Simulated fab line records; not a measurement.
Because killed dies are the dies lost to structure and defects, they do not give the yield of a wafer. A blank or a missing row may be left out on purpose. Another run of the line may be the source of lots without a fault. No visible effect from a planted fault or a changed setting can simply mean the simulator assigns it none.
fab line records | flow nand_harc
record lots=14 | wafers=42 | last_day=34
route steps=1302 shown P_CONTACT@236 P_M0@265
lots with no fault: from the same line, run without faults
start_h: hours from the record's first day to the start of the lot's first wafer shown | wait_h: time in hours since the lot's previous step | " same as the row above | L1.1+2: one row covering several wafers at once | - no value present, or no start provided | * or withheld: withheld | < > ~ a bound
route shown NAME@n: NAME is a module with steps in the file, n the number in the route of the first one | usual: mean/standard deviation taken from wafers without a fault | same: alike in all rows | chamber/n: place in a boat | sites: the reading at each site | _std_site: how widely they spread, as a standard deviation | _edge_site: mean of outer sites minus mean of inner sites | radius_mm: how far each site lies from the wafer's centre | mask NAME#n: copy n | behind: the last tool/chamber to shape the wafer | hold: what put the lot on hold/how long, in hours/how the hold closed | device: whichever transistor did not switch (one of n, p or np) | end of line: tests run on the same wafers once the route is complete | a step without rows: its recipe alone | killed: count of dies lost to structure and defects at first sort (not the wafer's yield) | map: a wafer's dies, marking killed ones x, the rest . and places with no die _
set.NAME: the setting as run; set.NAME@STEP: as run at that earlier step | model.NAME: the simulator's own value behind a step, which no gauge read
a sample of lots followed through the steps of the route, with each step as a table and each wafer as a row
services: the hour from which a tool's chamber was out of use, counted from the record's first day as start_h (under 0 if before that day), plus the number of hours and why
## steps
# step NHARC_P_CONTACT_ETCH_35
# recipe target_depth_a=390 | over_etch_frac=0.3 | time_s=65 | ion_energy_ev=80 | cf4_flow_sccm=150 | ar_flow_sccm=0 | rf_w=300 | bias_w=100 | chemistry=CF4
# usual cf4_flow_sccm=150.0/0.45 | drypump_motor_current_A=5.6/0.44 | oes_product_au=0.999/0.0096 | rf_vpp_V=151.6/1.2 | showerhead_plenum_p_Torr=1.80/0.074 | throttle_valve_pct=13.284/0.0097
# same over_etch_frac=0.3
lot.wafer | tool        | chamber | start_h | wait_h | cf4_flow_sccm | drypump_motor_current_A | oes_product_au | rf_hours_counter_h | rf_vpp_V | showerhead_plenum_p_Torr | throttle_valve_pct
L533.2    | rie_diel-06 | 1       | 113.44  | 0.1    | 150.3         | 4.7                     | 1.011          | 4.1                | 150.6    | 1.78                     | 13.277
L533.1    | "           | 2       | "       | "      | 150.5         | 5.6                     | 1.018          | 4.2                | 153.4    | 1.86                     | 13.294
L533.6    | "           | 0       | "       | "      | 150.5         | 5.5                     | 1.012          | -                  | 151.4    | 1.66                     | 13.288
L535.1    | rie_diel-13 | 3       | 133.95  | 0.1    | 150.1         | 6.1                     | 1.004          | 6.6                | 152.5    | 1.88                     | 13.280
L535.2    | "           | 1       | "       | "      | 150.2         | 5.3                     | 0.994          | 6.2                | 153.1    | 1.83                     | 13.279
L535.6    | "           | 3       | "       | "      | 150.6         | 6.1                     | 1.009          | -                  | 152.9    | 1.88                     | 13.282
L536.3    | rie_diel-02 | 0       | 150.87  | 0.1    | 149.5         | 5.0                     | 0.998          | 3.1                | 152.0    | 1.81                     | 13.259
L536.2    | "           | 1       | "       | "      | 149.8         | 5.7                     | 1.011          | 2.9                | 151.6    | 1.77                     | 13.275
L536.4    | "           | 2       | "       | "      | 150.0         | 5.6                     | 1.006          | 2.8                | 153.1    | 1.88                     | 13.301
L537.3    | rie_diel-13 | 3       | 154.71  | 0.1    | 149.8         | 6.1                     | 1.015          | 7.7                | 152.4    | 1.88                     | 13.278
L537.1    | "           | 1       | "       | "      | 149.6         | 5.3                     | 0.995          | 7.5                | 152.9    | 1.83                     | 13.291
L537.6    | "           | 2       | "       | "      | 150.0         | 5.5                     | 0.986          | -                  | 151.6    | 1.87                     | 13.280
L538.4    | rie_diel-06 | 0       | 171.03  | 0.1    | 149.8         | 5.5                     | 0.999          | 0.5                | 149.4    | 1.66                     | 13.282
L538.6    | "           | 1       | "       | "      | 150.4         | 4.7                     | 1.008          | -                  | 152.2    | 1.77                     | 13.265
L538.5    | "           | 2       | "       | "      | 149.5         | 5.6                     | 1.016          | -                  | 153.3    | 1.86                     | 13.277
L544.4    | rie_diel-02 | 2       | 227.58  | 0.1    | 149.5         | 5.6                     | 0.991          | 0.0                | 150.8    | 1.88                     | 13.283
L544.2    | "           | 3       | "       | "      | 150.6         | 6.2                     | 0.997          | 0.0                | 152.7    | 1.79                     | 13.278
L544.1    | "           | 0       | "       | "      | 149.9         | 5.0                     | 1.003          | 0.0                | 151.6    | 1.81                     | 13.286
L543.4    | rie_diel-13 | 2       | 228.06  | 0.1    | 150.2         | 5.5                     | 0.997          | 2.8                | 150.6    | 1.87                     | 13.286
L543.2    | "           | 3       | "       | "      | 150.2         | 6.0                     | 1.010          | 1.6                | 152.3    | 1.88                     | 13.292
L543.3    | "           | 1       | "       | "      | 149.9         | 5.3                     | 0.994          | 3.1                | 150.6    | 1.83                     | 13.294
L550.4    | rie_diel-02 | 2       | 289.06  | 0.1    | 150.3         | 5.6                     | 0.997          | 2.7                | 151.4    | 1.88                     | 13.282
L550.1    | "           | 3       | "       | "      | 150.6         | 6.2                     | 1.013          | 2.3                | 151.7    | 1.79                     | 13.269
L550.6    | "           | 2       | "       | "      | 150.1         | 5.6                     | 0.995          | -                  | 152.0    | 1.88                     | 13.282
L551.4    | rie_diel-06 | 3       | 295.40  | 0.1    | 150.8         | 6.2                     | 0.989          | 4.1                | 151.3    | 1.75                     | 13.278
L551.1    | "           | 0       | "       | "      | 150.9         | 5.5                     | 0.986          | 4.4                | 150.9    | 1.65                     | 13.284
L551.3    | "           | 1       | "       | "      | 149.6         | 4.7                     | 0.997          | 4.2                | 150.8    | 1.77                     | 13.285
L552.3    | rie_diel-13 | 2       | 305.28  | 0.1    | 150.3         | 5.6                     | 0.988          | 7.2                | 153.2    | 1.87                     | 13.288
L552.4    | "           | 3       | "       | "      | 149.9         | 6.1                     | 0.986          | 6.5                | 153.0    | 1.88                     | 13.285
L552.1    | "           | 1       | "       | "      | 149.3         | 5.2                     | 0.989          | 7.3                | 153.9    | 1.83                     | 13.282
L553.2    | rie_diel-13 | 3       | 316.59  | 0.1    | 149.9         | 6.1                     | 1.001          | 7.0                | 152.0    | 1.88                     | 13.286
L553.6    | "           | 3       | "       | "      | 150.5         | 6.1                     | 0.989          | -                  | 153.4    | 1.88                     | 13.290
L553.5    | "           | 0       | "       | "      | 149.8         | 5.8                     | 0.988          | -                  | 150.0    | 1.66                     | 13.282
L554.3    | rie_diel-13 | 3       | 331.64  | 0.1    | 150.0         | 6.1                     | 0.996          | 8.1                | 153.4    | 1.88                     | 13.276
L554.2    | "           | 0       | "       | "      | 149.6         | 5.8                     | 0.992          | 9.6                | 149.8    | 1.66                     | 13.275
L554.1    | "           | 1       | "       | "      | 150.3         | 5.3                     | 0.977          | 9.3                | 149.7    | 1.83                     | 13.274
L555.4    | rie_diel-06 | 1       | 334.55  | 0.1    | 150.1         | 4.7                     | 1.004          | 0.2                | 149.9    | 1.77                     | 13.287
L555.3    | "           | 2       | "       | "      | 149.6         | 5.6                     | 1.007          | 0.3                | 153.3    | 1.86                     | 13.306
L555.6    | "           | 2       | "       | "      | 149.4         | 5.6                     | 1.017          | -                  | 152.5    | 1.86                     | 13.277
L556.4    | rie_diel-06 | 2       | 346.48  | 0.1    | 149.9         | 5.6                     | 0.999          | 0.9                | 151.5    | 1.86                     | 13.291
L556.2    | "           | 3       | "       | "      | 149.8         | 6.3                     | 1.007          | 0.8                | 151.0    | 1.75                     | 13.285
L556.3    | "           | 1       | "       | "      | 150.2         | 4.7                     | 0.993          | 0.7                | 152.2    | 1.77                     | 13.290
# step NHARC_P_CONTACT_STRIP_28
# recipe o2_flow_sccm=500 | ar_flow_sccm=0 | bias_w=0 | chemistry=O2
# usual drypump_motor_current_A=5.6/0.47 | oes_product_au=0.999/0.0092 | rf_vpp_V=57.8/0.87 | showerhead_plenum_p_Torr=3.58/0.15 | throttle_valve_pct=17.037/0.0086
lot.wafer | tool        | chamber | start_h | wait_h | drypump_motor_current_A | oes_product_au | rf_hours_counter_h | rf_vpp_V | showerhead_plenum_p_Torr | throttle_valve_pct
L533.2    | rie_diel-13 | 3       | 114.29  | 0.1    | 6.1                     | 1.006          | 6.1                | 58.4     | 3.76                     | 17.042
L533.1    | "           | 1       | "       | "      | 5.3                     | 1.001          | 5.7                | 57.8     | 3.66                     | 17.028
L533.6    | "           | 0       | "       | "      | 5.8                     | 0.999          | -                  | 56.6     | 3.32                     | 17.044
L535.1    | rie_diel-13 | 1       | 134.85  | 0.1    | 5.3                     | 0.998          | 6.6                | 57.8     | 3.66                     | 17.035
L535.2    | "           | 2       | "       | "      | 5.6                     | 0.986          | 6.5                | 58.4     | 3.73                     | 17.040
L535.6    | "           | 3       | "       | "      | 6.1                     | 0.993          | -                  | 57.2     | 3.75                     | 17.053
L536.4    | rie_diel-06 | 2       | 151.75  | 0.1    | 5.6                     | 1.000          | 0.3                | 57.9     | 3.72                     | 17.037
L536.3    | "           | 3       | "       | "      | 6.2                     | 0.990          | 0.4                | 57.9     | 3.50                     | 17.032
L536.2    | "           | 0       | "       | "      | 5.6                     | 0.983          | 0.3                | 57.0     | 3.30                     | 17.038
L537.3    | rie_diel-13 | 2       | 155.57  | 0.1    | 5.6                     | 0.993          | 7.5                | 58.6     | 3.73                     | 17.037
L537.1    | "           | 1       | "       | "      | 5.3                     | 0.991          | 7.9                | 57.4     | 3.66                     | 17.047
L537.6    | "           | 2       | "       | "      | 5.5                     | 1.001          | -                  | 57.8     | 3.73                     | 17.042
L538.4    | rie_diel-06 | 2       | 171.91  | 0.1    | 5.6                     | 1.001          | 0.9                | 59.0     | 3.72                     | 17.026
L538.5    | "           | 0       | "       | "      | 5.5                     | 1.005          | -                  | 57.6     | 3.30                     | 17.027
L538.6    | "           | 1       | "       | "      | 4.7                     | 1.003          | -                  | 58.8     | 3.54                     | 17.030
L544.4    | rie_diel-02 | 0       | 228.44  | 0.1    | 5.0                     | 0.998          | 0.3                | 59.5     | 3.60                     | 17.039
L544.1    | "           | 1       | "       | "      | 5.8                     | 0.991          | 0.4                | 58.7     | 3.53                     | 17.046
L544.2    | "           | 3       | "       | "      | 6.2                     | 1.014          | 0.2                | 58.1     | 3.57                     | 17.027
L543.4    | rie_diel-02 | 2       | 228.93  | 0.1    | 5.6                     | 0.997          | 0.4                | 58.7     | 3.75                     | 17.049
L543.3    | "           | 0       | "       | "      | 5.0                     | 1.002          | 0.3                | 58.4     | 3.60                     | 17.038
L543.2    | "           | 1       | "       | "      | 5.8                     | 0.994          | 0.5                | 57.2     | 3.53                     | 17.036
L550.4    | rie_diel-06 | 2       | 289.92  | 0.1    | 5.6                     | 1.001          | 3.9                | 58.6     | 3.72                     | 17.025
L550.1    | "           | 1       | "       | "      | 4.7                     | 0.995          | 4.1                | 57.7     | 3.54                     | 17.036
L550.6    | "           | 2       | "       | "      | 5.6                     | 1.003          | -                  | 56.0     | 3.71                     | 17.028
L551.1    | rie_diel-13 | 0       | 296.25  | 0.1    | 5.8                     | 0.982          | 6.8                | 56.9     | 3.31                     | 17.043
L551.3    | "           | 1       | "       | "      | 5.3                     | 0.984          | 6.8                | 58.7     | 3.65                     | 17.055
L551.4    | "           | 3       | "       | "      | 6.1                     | 0.989          | 5.7                | 58.3     | 3.75                     | 17.064
L552.1    | rie_diel-06 | 1       | 306.14  | 0.1    | 4.7                     | 0.991          | 4.6                | 58.4     | 3.54                     | 17.029
L552.3    | "           | 2       | "       | "      | 5.6                     | 1.012          | 4.3                | 58.1     | 3.71                     | 17.054
L552.4    | "           | 3       | "       | "      | 6.3                     | 0.992          | 4.5                | 56.1     | 3.50                     | 17.039
L553.2    | rie_diel-02 | 1       | 317.48  | 0.1    | 5.8                     | 0.992          | 3.2                | 55.9     | 3.53                     | 17.040
L553.6    | "           | 0       | "       | "      | 5.0                     | 1.024          | -                  | 57.1     | 3.60                     | 17.055
L553.5    | "           | 1       | "       | "      | 5.7                     | 0.993          | -                  | 57.9     | 3.53                     | 17.046
L554.2    | rie_diel-02 | 0       | 332.53  | 0.1    | 5.0                     | 1.010          | 3.4                | 57.4     | 3.60                     | 17.027
L554.1    | "           | 1       | "       | "      | 5.7                     | 0.987          | 3.4                | 57.9     | 3.53                     | 17.042
L554.3    | "           | 2       | "       | "      | 5.6                     | 0.993          | 3.8                | 57.8     | 3.75                     | 17.044
L555.4    | rie_diel-02 | 1       | 335.41  | 0.1    | 5.7                     | 0.990          | 3.5                | 58.7     | 3.53                     | 17.026
L555.3    | "           | 2       | "       | "      | 5.6                     | 0.997          | 3.8                | 59.3     | 3.75                     | 17.036
L555.6    | "           | 1       | "       | "      | 5.7                     | 0.988          | -                  | 57.3     | 3.53                     | 17.029
L556.4    | rie_diel-02 | 3       | 347.33  | 0.1    | 6.2                     | 1.015          | 3.4                | 57.6     | 3.57                     | 17.044
L556.2    | "           | 1       | "       | "      | 5.8                     | 0.997          | 3.6                | 56.6     | 3.53                     | 17.031
L556.3    | "           | 2       | "       | "      | 5.6                     | 1.002          | 3.9                | 57.8     | 3.75                     | 17.021
# step NHARC_P_CONTACT_CMP_24
# recipe t_overpolish_s=30 | target_thk_nm=200
# usual motor_current_A=12.2/0.76 | overpolish_run_s=30.001/0.0089 | time_to_endpoint_s=40.5/2.4
lot.wafer | tool   | chamber | start_h | wait_h | motor_current_A | overpolish_run_s | time_to_endpoint_s
L533.1    | cmp-03 | 1       | 116.35  | 0.6    | 12.6            | 30.002           | 35.3
L533.2    | "      | 3       | "       | "      | 11.4            | 30.008           | 38.3
L533.6    | "      | 1       | "       | "      | 13.0            | 30.007           | 37.5
L535.1    | cmp-04 | 0       | 136.55  | 0.6    | 12.0            | 30.000           | 40.4
L535.2    | "      | 2       | "       | "      | 11.5            | 29.994           | 39.2
L535.6    | "      | 1       | "       | "      | 11.1            | 29.996           | 41.7
L536.4    | cmp-01 | 1       | 153.45  | 0.3    | 11.0            | 30.010           | 37.8
L536.3    | "      | 3       | "       | "      | 12.7            | 29.993           | 39.0
L536.2    | "      | 0       | "       | "      | 12.7            | 30.019           | 39.5
L537.3    | cmp-01 | 2       | 157.31  | 0.4    | 12.1            | 29.999           | 38.4
L537.1    | "      | 0       | "       | "      | 12.8            | 29.994           | 39.1
L537.6    | "      | 2       | "       | "      | 12.0            | 29.996           | 36.1
L538.4    | cmp-04 | 3       | 173.66  | 0.3    | 10.9            | 29.998           | 41.3
L538.6    | "      | 1       | "       | "      | 10.4            | 30.008           | 42.9
L538.5    | "      | 2       | "       | "      | 11.8            | 30.008           | 41.2
L544.4    | cmp-03 | 3       | 230.17  | 0.4    | 11.4            | 11.965           | 77.7
L544.2    | "      | 1       | "       | "      | 12.2            | 0.045            | 90.6
L544.1    | "      | 2       | "       | "      | 11.2            | 12.188           | 78.8
L543.2    | cmp-03 | 3       | 230.69  | 0.5    | 12.5            | 13.607           | 77.0
L543.4    | "      | 0       | "       | "      | 13.6            | 8.437            | 81.2
L543.3    | "      | 1       | "       | "      | 12.3            | 0.043            | 91.0
L550.1    | cmp-03 | 3       | 291.70  | 0.6    | 11.5            | 30.009           | 40.4
L550.4    | "      | 1       | "       | "      | 13.0            | 29.983           | 42.1
L550.6    | "      | 3       | "       | "      | 11.3            | 30.008           | 41.3
L551.1    | cmp-03 | 0       | 298.03  | 0.6    | 13.1            | 30.007           | 42.6
L551.4    | "      | 1       | "       | "      | 12.4            | 30.011           | 39.2
L551.3    | "      | 3       | "       | "      | 11.8            | 29.998           | 39.6
L552.4    | cmp-01 | 1       | 307.88  | 0.4    | 12.1            | 30.021           | 38.9
L552.1    | "      | 2       | "       | "      | 11.8            | 30.004           | 38.6
L552.3    | "      | 0       | "       | "      | 12.6            | 30.009           | 42.7
L553.2    | cmp-01 | 0       | 319.22  | 0.5    | 12.1            | 29.992           | 43.7
L553.6    | "      | 3       | "       | "      | 12.6            | 30.004           | 40.3
L553.5    | "      | 0       | "       | "      | 12.4            | 29.992           | 44.2
L554.2    | cmp-03 | 0       | 334.25  | 0.6    | 13.5            | 29.992           | 43.3
L554.1    | "      | 1       | "       | "      | 12.7            | 30.013           | 38.6
L554.3    | "      | 3       | "       | "      | 11.3            | 30.003           | 41.9
L555.3    | cmp-01 | 2       | 337.14  | 0.3    | 13.1            | 29.993           | 39.9
L555.4    | "      | 0       | "       | "      | 12.4            | 29.996           | 41.6
L555.6    | "      | 3       | "       | "      | 13.1            | 29.994           | 39.5
L556.4    | cmp-01 | 1       | 349.12  | 0.3    | 12.2            | 30.022           | 40.7
L556.3    | "      | 2       | "       | "      | 12.6            | 30.008           | 36.4
L556.2    | "      | 3       | "       | "      | 12.9            | 30.012           | 43.1
# step NHARC_P_CONTACT_INSPECT_27
# usual raw_defect_count=308/140
lot.wafer | tool              | chamber | start_h | wait_h | raw_defect_count
L533.1    | defect_inspect-01 | -       | 116.73  | 0.1    | 166
L533.2    | "                 | -       | "       | "      | 339
L533.6    | "                 | -       | "       | "      | 256
L535.1    | defect_inspect-02 | -       | 136.95  | 0.1    | 475
L535.2    | "                 | -       | "       | "      | 445
L535.6    | "                 | -       | "       | "      | 1010
L536.2    | defect_inspect-02 | -       | 153.87  | 0.1    | 228
L536.3    | "                 | -       | "       | "      | 217
L536.4    | "                 | -       | "       | "      | 245
L537.1    | defect_inspect-02 | -       | 157.69  | 0.1    | 213
L537.3    | "                 | -       | "       | "      | 228
L537.6    | "                 | -       | "       | "      | 193
L538.4    | defect_inspect-01 | -       | 174.01  | 0.1    | 207
L538.5    | "                 | -       | "       | "      | 237
L538.6    | "                 | -       | "       | "      | 210
L544.1    | defect_inspect-01 | -       | 230.57  | 0.1    | 440
L544.2    | "                 | -       | "       | "      | 988
L544.4    | "                 | -       | "       | "      | 304
L543.2    | defect_inspect-01 | -       | 231.09  | 0.1    | 555
L543.3    | "                 | -       | "       | "      | 1395
L543.4    | "                 | -       | "       | "      | 582
L550.1    | defect_inspect-02 | -       | 292.08  | 0.1    | 198
L550.4    | "                 | -       | "       | "      | 217
L550.6    | "                 | -       | "       | "      | 253
L551.1    | defect_inspect-02 | -       | 298.44  | 0.1    | 391
L551.3    | "                 | -       | "       | "      | 223
L551.4    | "                 | -       | "       | "      | 296
L552.1    | defect_inspect-02 | -       | 308.28  | 0.1    | 320
L552.3    | "                 | -       | "       | "      | 460
L552.4    | "                 | -       | "       | "      | 163
L553.2    | defect_inspect-02 | -       | 319.60  | 0.1    | 359
L553.5    | "                 | -       | "       | "      | 215
L553.6    | "                 | -       | "       | "      | 243
L554.1    | defect_inspect-01 | -       | 334.66  | 0.1    | 340
L554.2    | "                 | -       | "       | "      | 191
L554.3    | "                 | -       | "       | "      | 309
L555.3    | defect_inspect-02 | -       | 337.54  | 0.1    | 190
L555.4    | "                 | -       | "       | "      | 218
L555.6    | "                 | -       | "       | "      | 207
L556.2    | defect_inspect-01 | -       | 349.50  | 0.1    | 298
L556.3    | "                 | -       | "       | "      | 292
L556.4    | "                 | -       | "       | "      | 401
# step NHARC_P_M0_INSPECT_11
# usual raw_defect_count=4.5/2.8
lot.wafer | tool              | chamber | start_h | wait_h | raw_defect_count
L533.1    | defect_inspect-02 | -       | 117.75  | 0.0    | 4
L533.2    | "                 | -       | "       | "      | 4
L533.6    | "                 | -       | "       | "      | 2
L535.1    | defect_inspect-01 | -       | 137.98  | 0.0    | 6
L535.2    | "                 | -       | "       | "      | 13
L535.6    | "                 | -       | "       | "      | 8
L536.2    | defect_inspect-01 | -       | 154.78  | 0.0    | 7
L536.3    | "                 | -       | "       | "      | 5
L536.4    | "                 | -       | "       | "      | 4
L537.1    | defect_inspect-02 | -       | 158.72  | 0.0    | 3
L537.3    | "                 | -       | "       | "      | 3
L537.6    | "                 | -       | "       | "      | 5
L538.4    | defect_inspect-01 | -       | 175.03  | 0.0    | 4
L538.5    | "                 | -       | "       | "      | 2
L538.6    | "                 | -       | "       | "      | 3
L544.1    | defect_inspect-01 | -       | 231.60  | 0.0    | 7
L544.2    | "                 | -       | "       | "      | 660
L544.4    | "                 | -       | "       | "      | 87
L543.2    | defect_inspect-01 | -       | 232.12  | 0.0    | 114
L543.3    | "                 | -       | "       | "      | 781
L543.4    | "                 | -       | "       | "      | 6
L550.1    | defect_inspect-02 | -       | 293.11  | 0.0    | 0
L550.4    | "                 | -       | "       | "      | 1
L550.6    | "                 | -       | "       | "      | 2
L551.1    | defect_inspect-02 | -       | 299.47  | 0.0    | 5
L551.3    | "                 | -       | "       | "      | 2
L551.4    | "                 | -       | "       | "      | 4
L552.1    | defect_inspect-02 | -       | 309.31  | 0.0    | 6
L552.3    | "                 | -       | "       | "      | 10
L552.4    | "                 | -       | "       | "      | 5
L553.2    | defect_inspect-02 | -       | 320.71  | 0.0    | 6
L553.5    | "                 | -       | "       | "      | 6
L553.6    | "                 | -       | "       | "      | 4
L554.1    | defect_inspect-01 | -       | 335.56  | 0.0    | 5
L554.2    | "                 | -       | "       | "      | 2
L554.3    | "                 | -       | "       | "      | 3
L555.3    | defect_inspect-01 | -       | 338.45  | 0.0    | 8
L555.4    | "                 | -       | "       | "      | 2
L555.6    | "                 | -       | "       | "      | 1
L556.2    | defect_inspect-01 | -       | 350.40  | 0.0    | 6
L556.3    | "                 | -       | "       | "      | 4
L556.4    | "                 | -       | "       | "      | 2
## services
tool        | chamber | start_h | hours | kind
cmp-01      | -       | 111.04  | 0.7   | repair
cmp-03      | -       | 111.27  | 2.5   | repair
cmp-01      | -       | 121.12  | 0.6   | repair
cmp-01      | -       | 122.99  | 3.2   | repair
rie_diel-06 | -       | 130.20  | 9.0   | pm
rie_diel-02 | 1       | 139.17  | 3.0   | repair
cmp-01      | -       | 147.91  | 0.4   | repair
rie_diel-02 | 2       | 151.61  | 5.2   | repair
cmp-03      | -       | 162.79  | 4.0   | pm
rie_diel-13 | -       | 165.26  | 9.0   | pm
cmp-01      | -       | 185.50  | 4.0   | pm
rie_diel-06 | 3       | 199.06  | 6.0   | repair
rie_diel-13 | 3       | 199.71  | 7.7   | repair
rie_diel-06 | -       | 200.35  | 0.3   | repair
rie_diel-02 | 0       | 207.67  | 6.7   | repair
rie_diel-02 | -       | 216.82  | 9.0   | pm
rie_diel-06 | -       | 234.73  | 0.2   | repair
cmp-03      | -       | 260.79  | 4.0   | pm
rie_diel-02 | 1       | 262.59  | 5.5   | repair
rie_diel-13 | 2       | 286.03  | 8.9   | repair
rie_diel-06 | -       | 307.20  | 9.0   | pm
rie_diel-13 | 3       | 311.30  | 4.8   | repair
rie_diel-13 | -       | 342.26  | 9.0   | pm
rie_diel-02 | -       | 343.13  | 0.4   | repair
## key
first_sign step=NHARC_P_CONTACT_CMP_24 | reading=overpolish_run_s | direction=down | sigmas=99+ | usual=30.001 | struck=7.714
effect step=NHARC_P_CONTACT_CMP_24 | reading=time_to_endpoint_s | direction=up | sigmas=17 | usual=* | struck=*
effect step=NHARC_P_M0_INSPECT_11 | reading=raw_defect_count | direction=up | sigmas=96 | usual=4.5 | struck=275.8 | wafers_moved=4
met_at NHARC_P_CONTACT_CMP_24
struck_lots L543,L544
sort_left_out L543.2,L543.3,L543.4,L544.1,L544.2,L544.4
tester_left_out L543,L544
not_acting_at NHARC_P_CONTACT_ETCH_35,NHARC_P_CONTACT_STRIP_28,NHARC_P_CONTACT_INSPECT_27
onset_between 116.35 230.17
fault kind=process_parameter_drift | tool=cmp-03 | chamber=- | onset_h=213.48 | steps=NHARC_P_CONTACT_CMP_24 | channel=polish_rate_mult | offset=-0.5 | shape=step | end_h=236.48
# tester_left_out: of these lots the tester's yield and bins aren't shown, on N5 and GAA mostly nor the transistor test; their killed dies are dies lost to structure and defects alone, not to doping, threshold or leakage, so they don't give the yield
# sort_left_out: the simulated sort isn't trusted on such a fault, so these wafers' sort isn't shown, and their yield isn't known
